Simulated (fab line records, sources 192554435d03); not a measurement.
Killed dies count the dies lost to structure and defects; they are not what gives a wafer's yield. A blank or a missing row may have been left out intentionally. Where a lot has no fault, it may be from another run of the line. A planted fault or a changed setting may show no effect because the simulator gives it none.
Chamber matching	flow n5-finfet	4 sister chambers for N5_BEOL_M6_ETCH_62 on rie-diel-03
The step etches SOC in N2/H2, target depth 110 nm, overetch 22 nm, time 165 s. 14 wafers are shown with their chamber, then 7 later ones without.

== WAFERS, EACH WITH ITS CHAMBER ==
wafer	chamber	drypump-motor-current-A (A)	showerhead-plenum-p-Torr (Torr)	rf-vpp-V (V)
L076.1	2	5.3	2.44	521.2
L076.4	2	5.3	2.44	521.2
L076.5	3	6.5	2.62	525.9
L083.2	3	6.5	2.62	527.7
L083.4	0	5.7	2.73	528.2
L083.6	1	5.2	2.60	526.1
L087.1	2	5.3	2.43	520.8
L087.2	0	5.7	2.73	527.6
L087.5	1	5.2	2.60	525.7
L089.2	2	5.2	2.42	521.1
L089.3	3	6.5	2.61	524.1
L089.6	0	5.7	2.73	528.5
L092.1	1	5.2	2.59	524.4
L092.2	3	6.5	2.61	523.3

SIGNATURES (averages over the wafers above)
reading	chamber 0	chamber 1	chamber 2	chamber 3	scatter within a chamber
drypump-motor-current-A	5.700	5.200	5.275	6.500	0.0274
showerhead-plenum-p-Torr	2.7300	2.5967	2.4325	2.6150	0.00665
rf-vpp-V	528.100	525.400	521.075	525.250	1.17
Rule: a wafer lies at a distance from a chamber equal to the root of the sum of squares, over the readings, of (its reading less the chamber's mean, divided by the reading's scatter). If the next closest chamber is less than 2 further off than the closest, the wafer can't be placed; otherwise it belongs to the closest. The scatter is the square root of a quotient: the sum, over the shown wafers, of each reading's squared deviation from its chamber's mean, divided by wafers minus chambers.

== WAFERS WITH NO CHAMBER GIVEN ==
wafer	drypump-motor-current-A (A)	showerhead-plenum-p-Torr (Torr)	rf-vpp-V (V)
L092.6	6.5	2.61	526.0
L093.1	5.3	2.42	521.1
L093.4	5.6	2.73	528.3
L093.6	5.3	2.42	521.4
L097.2	5.7	2.72	527.4
L097.3	5.3	2.42	519.8
L097.6	6.5	2.61	526.2

== WHICH CHAMBER EACH ONE RAN IN ==
wafer	from the rows above	in truth
L092.6	3	3
L093.1	2	2
L093.4	0	0
L093.6	2	2
L097.2	0	0
L097.3	2	2
L097.6	3	3
Correct placement for 7 of the 7. Can't be placed from these rows: 0. Placed wrongly: 0.
